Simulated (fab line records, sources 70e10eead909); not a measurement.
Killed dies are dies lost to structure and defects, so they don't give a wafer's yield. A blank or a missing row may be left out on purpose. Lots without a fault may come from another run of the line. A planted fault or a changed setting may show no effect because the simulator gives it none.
Chamber matching | flow nand_harc | NHARC_A_CONTACT_ETCH_48 on rie_diel-11: 4 sister chambers
The step etches the open film in CF4, target depth 39 nm, time 65 s. 18 wafers are shown with their chamber, then 9 later ones without.

WAFERS WITH THEIR CHAMBER
wafer  | chamber | drypump_motor_current_A (A) | showerhead_plenum_p_Torr (Torr) | rf_vpp_V (V)
L074.1 | 0       | 6.0                         | 1.80                            | 151.3
L074.2 | 2       | 5.8                         | 1.75                            | 150.6
L074.3 | 3       | 6.5                         | 1.66                            | 149.4
L079.2 | 3       | 6.5                         | 1.65                            | 147.3
L079.3 | 0       | 6.0                         | 1.80                            | 152.2
L079.4 | 2       | 5.9                         | 1.75                            | 150.3
L087.1 | 2       | 5.8                         | 1.75                            | 149.7
L087.2 | 0       | 6.0                         | 1.79                            | 151.3
L087.4 | 3       | 6.5                         | 1.65                            | 149.8
L088.2 | 1       | 6.2                         | 1.82                            | 152.0
L088.4 | 0       | 6.0                         | 1.79                            | 152.5
L088.5 | 0       | 6.0                         | 1.79                            | 152.5
L090.3 | 2       | 5.8                         | 1.74                            | 151.8
L090.5 | 0       | 6.0                         | 1.79                            | 152.6
L090.6 | 3       | 6.5                         | 1.65                            | 149.3
L089.2 | 1       | 6.2                         | 1.82                            | 150.3
L089.3 | 3       | 6.5                         | 1.65                            | 149.7
L089.4 | 2       | 5.8                         | 1.74                            | 150.6

SIGNATURES (means of the wafers above)
reading                  | chamber 0 | chamber 1 | chamber 2 | chamber 3 | scatter within a chamber
drypump_motor_current_A  | 6.000     | 6.200     | 5.820     | 6.500     | 0.0239
showerhead_plenum_p_Torr | 1.7933    | 1.8200    | 1.7460    | 1.6520    | 0.00488
rf_vpp_V                 | 152.067   | 151.150   | 150.600   | 149.100   | 0.839
Rule: a wafer's distance from a chamber is the root of the sum, over the readings, of the square of ((its reading less the chamber's mean) divided by the reading's scatter). The wafer belongs to the nearest chamber; if the next one is less than 2 further off, it can't be placed. The scatter: the root of (the sum of the squares of (reading less its chamber's mean) over the shown wafers, divided by (wafers less chambers)).

WAFERS WITHOUT THEIR CHAMBER
wafer  | drypump_motor_current_A (A) | showerhead_plenum_p_Torr (Torr) | rf_vpp_V (V)
L092.1 | 6.0                         | 1.79                            | 151.6
L092.2 | 5.8                         | 1.74                            | 152.3
L092.6 | 5.9                         | 1.74                            | 150.4
L095.2 | 5.8                         | 1.74                            | 149.9
L095.3 | 6.1                         | 1.81                            | 150.9
L095.5 | 6.2                         | 1.81                            | 151.8
L095.1 | 6.5                         | 1.64                            | 149.2
L095.4 | 6.0                         | 1.79                            | 150.3
L095.6 | 5.8                         | 1.74                            | 150.9

WHICH CHAMBER EACH WENT THROUGH
wafer  | from the rows above     | in truth
L092.1 | 0                       | 0
L092.2 | 2                       | 2
L092.6 | 2                       | 2
L095.2 | 2                       | 2
L095.3 | can't be placed: 1 or 0 | 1
L095.5 | 1                       | 1
L095.1 | 3                       | 3
L095.4 | 0                       | 0
L095.6 | 2                       | 2
Placed correctly: 8 of 9. Can't be placed from these rows: 1 (the true chamber is among the candidates in 1). Placed wrongly: 0.
